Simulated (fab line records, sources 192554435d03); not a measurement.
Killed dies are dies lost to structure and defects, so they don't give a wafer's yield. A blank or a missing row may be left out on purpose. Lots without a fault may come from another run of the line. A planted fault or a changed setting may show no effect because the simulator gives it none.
fab line records | flow n5_finfet
record lots=7 wafers=39
route steps=1938 shown BEOL_M13@1673 PASSIVATION@1929
start_h: hours from the record's first day to the start of the lot's first wafer shown | wait_h: hours since the lot's step before | " the same as in the row above | L1.1+2: a row that stands for several wafers | - no value, or no start given | * or withheld: withheld | < > ~ a bound
route shown NAME@n: a module of which the file shows steps, and the number in the route of the first | usual: mean/standard deviation of fault-free wafers | same: alike in all rows | chamber/n: place in a boat | sites: the reading at each site | _std_site: their standard deviation | _edge_site: outer sites' mean less inner sites' | radius_mm: how far each site lies from the wafer's centre | mask NAME#n: copy n | behind: the tool/chamber that last shaped the wafer | hold: why the lot was held/for how many hours/how that ended | device: the transistor (n, p or np) that didn't switch | end of line: the same wafers' tests at the end of the route | a step without rows: its recipe alone | killed: dies lost to structure and defects at the first sort, not the wafer's yield | map: a wafer's dies, x killed, . not, _ none there
set.NAME: the setting as run; set.NAME@STEP: as run at that earlier step | model.NAME: the simulator's own value behind a step, which no gauge read
lots whose settings were changed on purpose; a table a step, a row a wafer
## steps
# step N5_BEOL_M13_ETCH_59
# recipe chemistry=N2/H2 target=BARC target_depth_a=890 overetch_a=267 time_s=67.9 ion_energy_ev=200 pressure_mtorr=30 source_w=840 bias_w=150 n2_flow_sccm=200 h2_flow_sccm=200
# columns lot.wafer tool chamber start_h wait_h set.time_s model.coat_of_BEOL_M13_COAT_04.thk_nm
L075.1 rie_diel-01 2 258.35 0.0 67.9 319.8
L075.2 " 0 " " 67.9 313.4
L075.3 " 3 " " 80.42 304
L075.4 " 1 " " 80.42 311.8
L075.5 " 3 " " 67.9 319
L075.6 " 2 " " 80.42 306.8
L078.1 rie_diel-03 3 274.35 0.0 67.9 316.6
L078.2 " 1 " " 87.48 300.6
L078.3 " 2 " " 67.9 317.2
L078.4+5 " 0,2 " " 87.48 297.2
L078.6 " 1 " " 67.9 318.2
L081.1 rie_diel-05 2 284.32 0.0 93.35 295
L081.2 " 0 " " 67.9 318.2
L081.3 " 1 " " 67.9 318.8
L081.4 " 3 " " 67.9 319.2
L081.5 " 3 " " 93.35 297.6
L081.6 " 0 " " 93.35 294
L077.1 rie_diel-03 0 290.23 0.0 67.9 314.8
L077.2 " 1 " " 67.9 318.2
L077.3+6 " 3,0 " " 102.1 283.8
L077.4 " 2 " " 102.1 285.6
L077.5 " 3 " " 67.9 315.8
L093.1 rie_diel-03 3 355.31 0.0 28.52 355.8
L093.2 " 2 " " 28.52 356
L093.3 " 0 " " 28.52 355
L093.4 " 1 " " 67.9 320.4
L093.5 " 2 " " 67.9 319.8
L093.6 " 1 " " 67.9 318.6
L094.2+6 rie_diel-05 0,1 361.60 0.0 67.9 319.6
L094.3 " 2 " " 67.9 318.8
L097.1 rie_diel-01 2 391.98 0.0 53.55 329.6
L097.2 " 3 " " 53.55 329.2
L097.3 " 0 " " 67.9 311.2
L097.4 " 1 " " 67.9 318.8
L097.5 " 3 " " 53.55 328.2
L097.6 " 0 " " 67.9 312
# step N5_BEOL_M13_VIA_ETCH_16
# recipe chemistry=C4F8/O2/Ar target=SiOC pressure_mtorr=30 source_w=3000 bias_w=700 Ar_flow_sccm=400 C4F8_flow_sccm=15 O2_flow_sccm=8 he_inner_torr=15 he_outer_torr=30 target_depth_a=9217 time_s=withheld ion_energy_ev=250 ends=cleared
# columns lot.wafer tool chamber start_h wait_h set.time_s@BEOL_M13_ETCH_59 model.coat_of_BEOL_M13_COAT_04.thk_nm
L075.1 rie_diel-01 2 258.40 0.0 * 70.8
L075.2 " 0 " " * 72
L075.3 " 3 " " * 59.6
L075.4 " 1 " " * 63.8
L075.5 " 3 " " * 73.8
L075.6 " 2 " " * 55.4
L078.1 rie_diel-03 3 274.40 0.0 * 69.8
L078.2 " 1 " " * 58.8
L078.3 " 2 " " * 77.8
L078.4 " 0 " " * 52.6
L078.5 " 2 " " * 45.4
L078.6 " 1 " " * 71.4
L081.1 rie_diel-05 2 284.37 0.0 * 50
L081.2 " 0 " " * 71.4
L081.3 " 1 " " * 67.2
L081.4 " 3 " " * 61.6
L081.5 " 3 " " * 50.8
L081.6 " 0 " " * 47.2
L077.1 rie_diel-03 0 290.28 0.0 * 71.4
L077.2 " 1 " " * 71.6
L077.3 " 3 " " * 38
L077.4 " 2 " " * 35.2
L077.5 " 3 " " * 70.4
L077.6 " 0 " " * 33.6
L093.1 rie_diel-03 3 355.36 0.0 * 111
L093.2 " 2 " " * 113.6
L093.3 " 0 " " * 107.6
L093.4 " 1 " " * 73.2
L093.5 " 2 " " * 71.6
L093.6 " 1 " " * 71.8
L094.2 rie_diel-05 0 361.65 0.0 * 75.4
L094.3 " 2 " " * 72.6
L094.6 " 1 " " * 72.8
L097.1 rie_diel-01 2 392.04 0.0 * 84
L097.2 " 3 " " * 86.4
L097.3 " 0 " " * 64.2
L097.4 " 1 " " * 67.4
L097.5 " 3 " " * 78.6
L097.6 " 0 " " * 63.4
# step N5_BEOL_M13_STRIP_63
# recipe chemistry=N2/H2 power_w=1000 temp_c=250 h2_frac=0.65 overash_fraction=0.3 pressure_mtorr=1000 n2_flow_sccm=1750 h2_flow_sccm=3250
# usual strip_time_to_endpoint_s=28.1/1.2
# columns lot.wafer tool chamber start_h wait_h set.time_s@BEOL_M13_ETCH_59 strip_time_to_endpoint_s
L075.1 plasma_asher-02 0 258.64 - 67.9 27.9
L075.2 " 1 " " 67.9 28.3
L075.3 " 1 " " 80.42 24.6
L075.4 " 0 " " 80.42 25.9
L075.5 " 1 " " 67.9 28.8
L075.6 " 0 " " 80.42 23.3
L078.1 plasma_asher-02 0 274.63 - 67.9 27.6
L078.2 " 1 " " 87.48 24.3
L078.3 " 0 " " 67.9 29.9
L078.4 " 1 " " 87.48 22.4
L078.5 " 1 " " 87.48 20.2
L078.6 " 0 " " 67.9 28.1
L081.1 plasma_asher-02 1 284.61 - 93.35 21.6
L081.2 " 0 " " 67.9 28.1
L081.3 " 0 " " 67.9 26.9
L081.4 " 1 " " 67.9 25.2
L081.5 " 1 " " 93.35 21.9
L081.6 " 0 " " 93.35 20.7
L077.1 plasma_asher-02 1 290.52 - 67.9 28.1
L077.2 " 0 " " 67.9 28.2
L077.3 " 1 " " 102.1 17.8
L077.4 " 0 " " 102.1 16.8
L077.5 " 1 " " 67.9 27.8
L077.6 " 0 " " 102.1 16.3
L093.1 plasma_asher-01 1 355.59 - 28.52 39.2
L093.2 " 0 " " 28.52 40.0
L093.3 " 1 " " 28.52 38.3
L093.4 " 0 " " 67.9 28.6
L093.5 " 1 " " 67.9 28.1
L093.6 " 0 " " 67.9 28.2
L094.2 plasma_asher-02 0 361.88 - 67.9 29.3
L094.3 " 1 " " 67.9 28.4
L094.6 " 1 " " 67.9 28.5
L097.1 plasma_asher-01 1 392.27 - 53.55 31.7
L097.2 " 0 " " 53.55 32.4
L097.3 " 0 " " 67.9 25.9
L097.4 " 1 " " 67.9 26.9
L097.5 " 0 " " 53.55 30.1
L097.6 " 1 " " 67.9 25.7
# step N5_PASSIVATION_PASS_ETCH_47
# recipe chemistry=CF4/O2 target=SiNx target_depth_a=7700 time_s=385 ion_energy_ev=100 pressure_mtorr=40 source_w=535 bias_w=49 Ar_flow_sccm=100 cf4_flow_sccm=100 O2_flow_sccm=10
# columns lot.wafer tool chamber start_h wait_h set.time_s model.etch.depth_nm
L075.1 rie_diel-02 0 290.25 0.0 385 744.8
L075.2 " 3 " " 385 748.2
L075.3 " 2 " " 385 776.4
L075.4 " 1 " " 385 747.8
L075.5 " 2 " " 385 770.3
L075.6 " 1 " " 385 750.3
L078.1 rie_diel-02 0 306.92 0.0 385 736.3
L078.2 " 1 " " 385 738.7
L078.3 " 3 " " 537.2 1039
L078.4 " 2 " " 385 769
L078.5 " 2 " " 537.2 1075
L078.6 " 3 " " 537.2 1040
L081.1 rie_diel-02 3 319.60 0.0 385 742.7
L081.2 " 0 " " 221.4 422.1
L081.3 " 1 " " 385 732.9
L081.4 " 2 " " 385 763.8
L081.5 " 1 " " 221.4 425.3
L081.6 " 0 " " 221.4 424.3
L077.1 rie_diel-02 2 322.18 0.0 385 759
L077.2 " 1 " " 385 744.6
L077.3 " 0 " " 385 745.3
L077.4 " 3 " " 385 747
L077.5 " 2 " " 385 764.3
L077.6 " 3 " " 385 748.5
L093.1 rie_diel-06 0 391.02 0.0 202.6 394.3
L093.2 " 1 " " 385 734.9
L093.3 " 2 " " 385 781.5
L093.4 " 3 " " 202.6 397.6
L093.5 " 1 " " 202.6 383.4
L093.6 " 0 " " 385 753.3
L094.2 rie_diel-06 3 393.37 0.0 385 765.2
L094.3 " 2 " " 385 787.4
L094.6 " 2 " " 385 785.3
L097.1 rie_diel-04 3 419.24 0.0 385 816.3
L097.2 " 0 " " 385 733.7
L097.3 " 2 " " 385 762
L097.4 " 1 " " 385 750.4
L097.5 " 2 " " 385 760.7
L097.6 " 1 " " 385 748.9
## key
split step=N5_BEOL_M13_ETCH_59 setting=time_s stated=67.9 by=wafer
response step=N5_BEOL_M13_ETCH_59 reading=model.coat_of_BEOL_M13_COAT_04.thk_nm change=-0.629 per=1% r=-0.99
response step=N5_BEOL_M13_VIA_ETCH_16 reading=model.coat_of_BEOL_M13_COAT_04.thk_nm change=-0.66 per=1% r=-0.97
response step=N5_BEOL_M13_STRIP_63 reading=strip_time_to_endpoint_s change=* per=1% r=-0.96
split step=N5_PASSIVATION_PASS_ETCH_47 setting=time_s stated=385 by=wafer
response step=N5_PASSIVATION_PASS_ETCH_47 reading=model.etch.depth_nm change=+7.66 per=1% r=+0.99
